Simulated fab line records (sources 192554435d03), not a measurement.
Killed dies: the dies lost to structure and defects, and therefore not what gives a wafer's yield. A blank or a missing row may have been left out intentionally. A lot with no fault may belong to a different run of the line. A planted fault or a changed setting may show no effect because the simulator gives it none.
Split-lot experiment || flow n5_finfet || route with 1938 steps; 7 lots, 21 wafers read

== THE SPLIT ==
At N5_BEOL_M5_COAT_05 (resist thk 30 nm), the setting spin_rpm was moved away from the recipe's 1500 rpm on 8 of the 21 wafers read, by -10.3% to +9.4%. The other wafers ran this setting at the recipe's value.

Reading taken at the split's own step.

== THE READING ==
CAR-EUV_of_BEOL_M5_COAT_05.thk_nm (the simulator's own value, which no gauge read), in nm, at N5_BEOL_M5_COAT_05 (resist thk 30 nm). The file gives no usual value for it. Here, 13 wafers ran the recipe; their average is 30.0 nm with a standard deviation of 0.12 nm.

{"wafer": "L077.2", "tool, chamber at the split": "litho_track-03, 0", "spin_rpm as run, rpm": 1346, "against the recipe": "-10.3%", "CAR-EUV_of_BEOL_M5_COAT_05.thk_nm, nm": 31.6, "against lot-mates on the recipe": "+1.6"}
{"wafer": "L077.5", "tool, chamber at the split": "litho_track-03, 0", "spin_rpm as run, rpm": 1500, "against the recipe": "recipe", "CAR-EUV_of_BEOL_M5_COAT_05.thk_nm, nm": 30, "against lot-mates on the recipe": "-"}
{"wafer": "L077.6", "tool, chamber at the split": "litho_track-03, 0", "spin_rpm as run, rpm": 1500, "against the recipe": "recipe", "CAR-EUV_of_BEOL_M5_COAT_05.thk_nm, nm": 30, "against lot-mates on the recipe": "-"}
{"wafer": "L076.2", "tool, chamber at the split": "litho_track-04, 0", "spin_rpm as run, rpm": 1500, "against the recipe": "recipe", "CAR-EUV_of_BEOL_M5_COAT_05.thk_nm, nm": 30.2, "against lot-mates on the recipe": "-"}
{"wafer": "L076.3", "tool, chamber at the split": "litho_track-04, 0", "spin_rpm as run, rpm": 1500, "against the recipe": "recipe", "CAR-EUV_of_BEOL_M5_COAT_05.thk_nm, nm": 30.2, "against lot-mates on the recipe": "-"}
{"wafer": "L076.6", "tool, chamber at the split": "litho_track-04, 0", "spin_rpm as run, rpm": 1500, "against the recipe": "recipe", "CAR-EUV_of_BEOL_M5_COAT_05.thk_nm, nm": 30.2, "against lot-mates on the recipe": "-"}
{"wafer": "L086.1", "tool, chamber at the split": "litho_track-05, 0", "spin_rpm as run, rpm": 1599, "against the recipe": "+6.6%", "CAR-EUV_of_BEOL_M5_COAT_05.thk_nm, nm": 29, "against lot-mates on the recipe": -1.0}
{"wafer": "L086.3", "tool, chamber at the split": "litho_track-05, 0", "spin_rpm as run, rpm": 1599, "against the recipe": "+6.6%", "CAR-EUV_of_BEOL_M5_COAT_05.thk_nm, nm": 29, "against lot-mates on the recipe": -1.0}
{"wafer": "L086.5", "tool, chamber at the split": "litho_track-05, 0", "spin_rpm as run, rpm": 1500, "against the recipe": "recipe", "CAR-EUV_of_BEOL_M5_COAT_05.thk_nm, nm": 30, "against lot-mates on the recipe": "-"}
{"wafer": "L084.2", "tool, chamber at the split": "litho_track-04, 0", "spin_rpm as run, rpm": 1500, "against the recipe": "recipe", "CAR-EUV_of_BEOL_M5_COAT_05.thk_nm, nm": 30.2, "against lot-mates on the recipe": "-"}
{"wafer": "L084.4", "tool, chamber at the split": "litho_track-04, 0", "spin_rpm as run, rpm": 1625, "against the recipe": "+8.3%", "CAR-EUV_of_BEOL_M5_COAT_05.thk_nm, nm": 29, "against lot-mates on the recipe": -1.2}
{"wafer": "L084.6", "tool, chamber at the split": "litho_track-04, 0", "spin_rpm as run, rpm": 1625, "against the recipe": "+8.3%", "CAR-EUV_of_BEOL_M5_COAT_05.thk_nm, nm": 29, "against lot-mates on the recipe": -1.2}
{"wafer": "L087.1", "tool, chamber at the split": "litho_track-03, 0", "spin_rpm as run, rpm": 1547, "against the recipe": "+3.1%", "CAR-EUV_of_BEOL_M5_COAT_05.thk_nm, nm": 29.6, "against lot-mates on the recipe": -0.4}
{"wafer": "L087.2", "tool, chamber at the split": "litho_track-03, 0", "spin_rpm as run, rpm": 1500, "against the recipe": "recipe", "CAR-EUV_of_BEOL_M5_COAT_05.thk_nm, nm": 30, "against lot-mates on the recipe": "-"}
{"wafer": "L087.5", "tool, chamber at the split": "litho_track-03, 0", "spin_rpm as run, rpm": 1500, "against the recipe": "recipe", "CAR-EUV_of_BEOL_M5_COAT_05.thk_nm, nm": 30, "against lot-mates on the recipe": "-"}
{"wafer": "L094.1", "tool, chamber at the split": "litho_track-04, 0", "spin_rpm as run, rpm": 1500, "against the recipe": "recipe", "CAR-EUV_of_BEOL_M5_COAT_05.thk_nm, nm": 30, "against lot-mates on the recipe": "-"}
{"wafer": "L094.5", "tool, chamber at the split": "litho_track-04, 0", "spin_rpm as run, rpm": 1500, "against the recipe": "recipe", "CAR-EUV_of_BEOL_M5_COAT_05.thk_nm, nm": 30, "against lot-mates on the recipe": "-"}
{"wafer": "L094.6", "tool, chamber at the split": "litho_track-04, 0", "spin_rpm as run, rpm": 1500, "against the recipe": "recipe", "CAR-EUV_of_BEOL_M5_COAT_05.thk_nm, nm": 29.8, "against lot-mates on the recipe": "-"}
{"wafer": "L096.3", "tool, chamber at the split": "litho_track-05, 0", "spin_rpm as run, rpm": 1500, "against the recipe": "recipe", "CAR-EUV_of_BEOL_M5_COAT_05.thk_nm, nm": 30, "against lot-mates on the recipe": "-"}
{"wafer": "L096.4", "tool, chamber at the split": "litho_track-05, 0", "spin_rpm as run, rpm": 1641, "against the recipe": "+9.4%", "CAR-EUV_of_BEOL_M5_COAT_05.thk_nm, nm": 28.6, "against lot-mates on the recipe": -1.4}
{"wafer": "L096.6", "tool, chamber at the split": "litho_track-05, 0", "spin_rpm as run, rpm": 1641, "against the recipe": "+9.4%", "CAR-EUV_of_BEOL_M5_COAT_05.thk_nm, nm": 28.6, "against lot-mates on the recipe": -1.4}

THE FIT
A straight line over all 21 wafers: CAR-EUV_of_BEOL_M5_COAT_05.thk_nm changes by -0.147 nm for each +1% of spin_rpm; r = -0.99; the points scatter about the line by 0.12 nm.
The same after taking each lot's own level away (the mean of its wafers on the recipe; 21 wafers): -0.15 nm for each +1%; r = -1.00; scatter 0.045 nm.
The reading moves by 1.5 nm for the largest change in spin_rpm, on that fit.
Across the lots, their own levels run from 29.93 to 30.20 nm, a range of 2.3 times the standard deviation given above.
Hence the lot-to-lot level has little effect on the slope; both slopes agree.
Check: with one of the wafers moved furthest among these (-10.3%) left out of the fit, the line predicts +1.52 nm for it against its lot-mates. It came out at +1.6 nm against them.

== THESE WAFERS: OTHER SPLITS ==
These wafers also went through other splits before the reading. Each is held against what the fit with the lots' levels taken away leaves over:
{"other split on the same wafers": "N5_BEOL_M0_ETCH_138 source_w", "wafers away from the commonest value": 10, "r with CAR-EUV_of_BEOL_M5_COAT_05.thk_nm (lot level and that fit taken away)": -0.11}
{"other split on the same wafers": "N5_BEOL_M1_COAT_68 spin_rpm", "wafers away from the commonest value": 5, "r with CAR-EUV_of_BEOL_M5_COAT_05.thk_nm (lot level and that fit taken away)": -0.03}
{"other split on the same wafers": "N5_BEOL_M1_COAT_76 temp_c", "wafers away from the commonest value": 7, "r with CAR-EUV_of_BEOL_M5_COAT_05.thk_nm (lot level and that fit taken away)": "+0.00"}

== THE FILE'S OWN FIT ==
CAR-EUV_of_BEOL_M5_COAT_05.thk_nm changes by -0.15 nm for each +1% of spin_rpm, r = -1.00.
